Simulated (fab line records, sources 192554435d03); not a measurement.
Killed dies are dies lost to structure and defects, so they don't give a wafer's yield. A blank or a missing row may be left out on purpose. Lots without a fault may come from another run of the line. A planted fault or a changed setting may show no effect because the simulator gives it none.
Which tool did it? | flow n5_finfet | 11 lots, 33 wafers sampled, at 2 steps of a route of 1938

WHAT THE GAUGES READ, wafer by wafer
N5_BEOL_M3_INSPECT_59: inspects for defects (darkfield).
lot  | measured     | on                | raw_defect_count
L221 | day 8 00:37  | defect_inspect-02 | 65 58 54
L223 | day 8 20:22  | defect_inspect-01 | 57 45 58
L226 | day 9 02:56  | defect_inspect-02 | 142 112 75
L231 | day 10 20:56 | defect_inspect-02 | 108 108 162
L233 | day 11 03:30 | defect_inspect-02 | 138 85 104
L234 | day 11 10:40 | defect_inspect-02 | 48 89 88
L236 | day 11 11:15 | defect_inspect-01 | 50 68 50
L235 | day 11 14:08 | defect_inspect-02 | 116 83 77
L237 | day 11 17:28 | defect_inspect-02 | 70 71 51
L241 | day 12 20:31 | defect_inspect-02 | 61 87 42
L243 | day 13 13:20 | defect_inspect-02 | 66 60 109

WHICH TOOL RAN EACH LOT (tool, then ch and the chambers of the sampled wafers, then the start)
lot  | N5_BEOL_M3_ANNEAL_93
L221 | pvd_sputter-01, day 7 23:08
L223 | pvd_sputter-02, day 8 18:56
L226 | pvd_sputter-01, day 9 01:23
L231 | pvd_sputter-03, day 10 19:29
L233 | pvd_sputter-03, day 11 02:03
L234 | pvd_sputter-01, day 11 09:14
L236 | pvd_sputter-02, day 11 09:49
L235 | pvd_sputter-01, day 11 12:42
L237 | pvd_sputter-02, day 11 15:53
L241 | pvd_sputter-03, day 12 18:59
L243 | pvd_sputter-02, day 13 11:54
- N5_BEOL_M3_ANNEAL_93: time 240 s.

THE ANSWER, worked out from the rows above alone
Rule: what is usual is taken from the lots themselves. Put in order of their means at a reading, lots are off if they are a third of the lots or fewer, leave a main group of 4 or more, and stand apart from it by a gap of 3 or more times the standard deviation of the main group's means; of several such gaps the widest counts. A main group whose means are all the same, to the digits that the tables above print for the reading, isn't used. A lot without any number at a reading at which 4 lots or more have one is off too. The other lots that the step has rows for count as sound.
No lot is off at any reading shown: from this, nothing can be told.

WHAT THE SIMULATOR HAD PUT IN
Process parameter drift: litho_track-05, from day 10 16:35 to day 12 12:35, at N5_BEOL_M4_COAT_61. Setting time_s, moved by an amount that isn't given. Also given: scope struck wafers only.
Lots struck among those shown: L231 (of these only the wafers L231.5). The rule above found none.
